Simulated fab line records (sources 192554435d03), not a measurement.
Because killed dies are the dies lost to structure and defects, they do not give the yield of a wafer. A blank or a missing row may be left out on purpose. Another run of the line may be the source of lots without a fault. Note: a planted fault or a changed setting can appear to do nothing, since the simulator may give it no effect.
Split-lot study / flow n5 finfet / 7 lots, 21 wafers read, on a route of 1938 steps

## ABOUT THE SPLIT
At N5_BEOL_M15_COAT_04 (resist thk 800 nm), the setting spin rpm was moved away from the recipe's 1704 rpm on 8 of the 21 wafers read, by -9.2% to +10.0%. All remaining wafers had this setting at the recipe value.

## FROM THE SPLIT TO THE READING: what the file shows between them, 3 steps
- N5_BEOL_M15_EBR_06
- N5_BEOL_M15_SOFTBAKE_05: time 60 s
- N5_BEOL_M15_DESCUM_15: chemistry O2, time 7.9 s

## THE READING
coat_of_BEOL_M15_COAT_04.thk nm (the simulator's own value, which no gauge read), in nm, at N5_BEOL_M15_ETCH_59 (etches BARC in N2/H2, target depth 89 nm, overetch 26.7 nm, time 67.9 s). No usual value for it is given in the file. Here, 13 wafers ran the recipe; their average is 717.2 nm with a standard deviation of 2.6 nm.

wafer=L077.1; tool, chamber at the split=litho track-02, 0; spin rpm as run, rpm=1704; against the recipe=recipe; coat_of_BEOL_M15_COAT_04.thk nm, nm=715.6; against lot-mates on the recipe=-
wafer=L077.4; tool, chamber at the split=litho track-02, 0; spin rpm as run, rpm=1803; against the recipe=+5.8%; coat_of_BEOL_M15_COAT_04.thk nm, nm=694.2; against lot-mates on the recipe=-21.4
wafer=L077.5; tool, chamber at the split=litho track-02, 0; spin rpm as run, rpm=1803; against the recipe=+5.8%; coat_of_BEOL_M15_COAT_04.thk nm, nm=699.2; against lot-mates on the recipe=-16.4
wafer=L081.2; tool, chamber at the split=litho track-02, 0; spin rpm as run, rpm=1617; against the recipe=-5.1%; coat_of_BEOL_M15_COAT_04.thk nm, nm=737; against lot-mates on the recipe=+22.3
wafer=L081.4; tool, chamber at the split=litho track-02, 0; spin rpm as run, rpm=1704; against the recipe=recipe; coat_of_BEOL_M15_COAT_04.thk nm, nm=714.8; against lot-mates on the recipe=-
wafer=L081.6; tool, chamber at the split=litho track-02, 0; spin rpm as run, rpm=1704; against the recipe=recipe; coat_of_BEOL_M15_COAT_04.thk nm, nm=714.6; against lot-mates on the recipe=-
wafer=L083.2; tool, chamber at the split=litho track-02, 0; spin rpm as run, rpm=1704; against the recipe=recipe; coat_of_BEOL_M15_COAT_04.thk nm, nm=713.4; against lot-mates on the recipe=-
wafer=L083.5; tool, chamber at the split=litho track-02, 0; spin rpm as run, rpm=1874; against the recipe=+10.0%; coat_of_BEOL_M15_COAT_04.thk nm, nm=680.2; against lot-mates on the recipe=-34.0
wafer=L083.6; tool, chamber at the split=litho track-02, 0; spin rpm as run, rpm=1704; against the recipe=recipe; coat_of_BEOL_M15_COAT_04.thk nm, nm=715; against lot-mates on the recipe=-
wafer=L084.2; tool, chamber at the split=litho track-01, 0; spin rpm as run, rpm=1548; against the recipe=-9.2%; coat_of_BEOL_M15_COAT_04.thk nm, nm=760.2; against lot-mates on the recipe=+38.6
wafer=L084.3; tool, chamber at the split=litho track-01, 0; spin rpm as run, rpm=1548; against the recipe=-9.2%; coat_of_BEOL_M15_COAT_04.thk nm, nm=761.2; against lot-mates on the recipe=+39.6
wafer=L084.4; tool, chamber at the split=litho track-01, 0; spin rpm as run, rpm=1704; against the recipe=recipe; coat_of_BEOL_M15_COAT_04.thk nm, nm=721.6; against lot-mates on the recipe=-
wafer=L086.3; tool, chamber at the split=litho track-05, 0; spin rpm as run, rpm=1704; against the recipe=recipe; coat_of_BEOL_M15_COAT_04.thk nm, nm=719.4; against lot-mates on the recipe=-
wafer=L086.4; tool, chamber at the split=litho track-05, 0; spin rpm as run, rpm=1704; against the recipe=recipe; coat_of_BEOL_M15_COAT_04.thk nm, nm=716.6; against lot-mates on the recipe=-
wafer=L086.5; tool, chamber at the split=litho track-05, 0; spin rpm as run, rpm=1579; against the recipe=-7.3%; coat_of_BEOL_M15_COAT_04.thk nm, nm=749.2; against lot-mates on the recipe=+31.2
wafer=L089.1; tool, chamber at the split=litho track-02, 0; spin rpm as run, rpm=1704; against the recipe=recipe; coat_of_BEOL_M15_COAT_04.thk nm, nm=716.2; against lot-mates on the recipe=-
wafer=L089.5; tool, chamber at the split=litho track-02, 0; spin rpm as run, rpm=1704; against the recipe=recipe; coat_of_BEOL_M15_COAT_04.thk nm, nm=717.8; against lot-mates on the recipe=-
wafer=L089.6; tool, chamber at the split=litho track-02, 0; spin rpm as run, rpm=1704; against the recipe=recipe; coat_of_BEOL_M15_COAT_04.thk nm, nm=718.2; against lot-mates on the recipe=-
wafer=L097.1; tool, chamber at the split=litho track-05, 0; spin rpm as run, rpm=1587; against the recipe=-6.9%; coat_of_BEOL_M15_COAT_04.thk nm, nm=746.2; against lot-mates on the recipe=+26.0
wafer=L097.3; tool, chamber at the split=litho track-05, 0; spin rpm as run, rpm=1704; against the recipe=recipe; coat_of_BEOL_M15_COAT_04.thk nm, nm=722.2; against lot-mates on the recipe=-
wafer=L097.6; tool, chamber at the split=litho track-05, 0; spin rpm as run, rpm=1704; against the recipe=recipe; coat_of_BEOL_M15_COAT_04.thk nm, nm=718.2; against lot-mates on the recipe=-

THE FIT
A straight line over all 21 wafers: coat_of_BEOL_M15_COAT_04.thk nm changes by -4.16 nm for each +1% of spin rpm; r = -0.99; the points scatter about the line by 3.1 nm.
The same after taking each lot's own level away (the mean of its wafers on the recipe; 21 wafers): -3.85 nm for each +1%; r = -0.99; scatter 2.2 nm.
That fit puts the effect of the largest move of spin rpm on the reading at 38 nm.
The span of the lots' own levels, 714.20 to 721.60 nm, comes to 2.9 times the standard deviation stated above.
The two slopes agree, so the slope changes little with the lot-to-lot level.
Check: -38.7 nm against its lot-mates is what the line predicts for one of the wafers moved furthest among these (+10.0%) when that wafer is left out of the fit. It came out at -34 nm against them.

## THE WHOLE CHAIN: every reading that the file lists as answering this split, in the file's order
step=N5_BEOL_M15_COAT_04; what it does=resist thk 800 nm; reading=coat_of_BEOL_M15_COAT_04.thk nm (the simulator's own value, which no gauge read); change (the file's fit)=-3.81 nm for each +1% of the setting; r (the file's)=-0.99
step=N5_BEOL_M15_ETCH_59; what it does=etches BARC in N2/H2, target depth 89 nm, overetch 26.7 nm, time 67.9 s; reading=coat_of_BEOL_M15_COAT_04.thk nm (the simulator's own value, which no gauge read); change (the file's fit)=-3.86 nm for each +1% of the setting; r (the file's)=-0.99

## THE FILE'S OWN FIT
coat_of_BEOL_M15_COAT_04.thk nm changes by -3.86 nm for each +1% of spin rpm, r = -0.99.
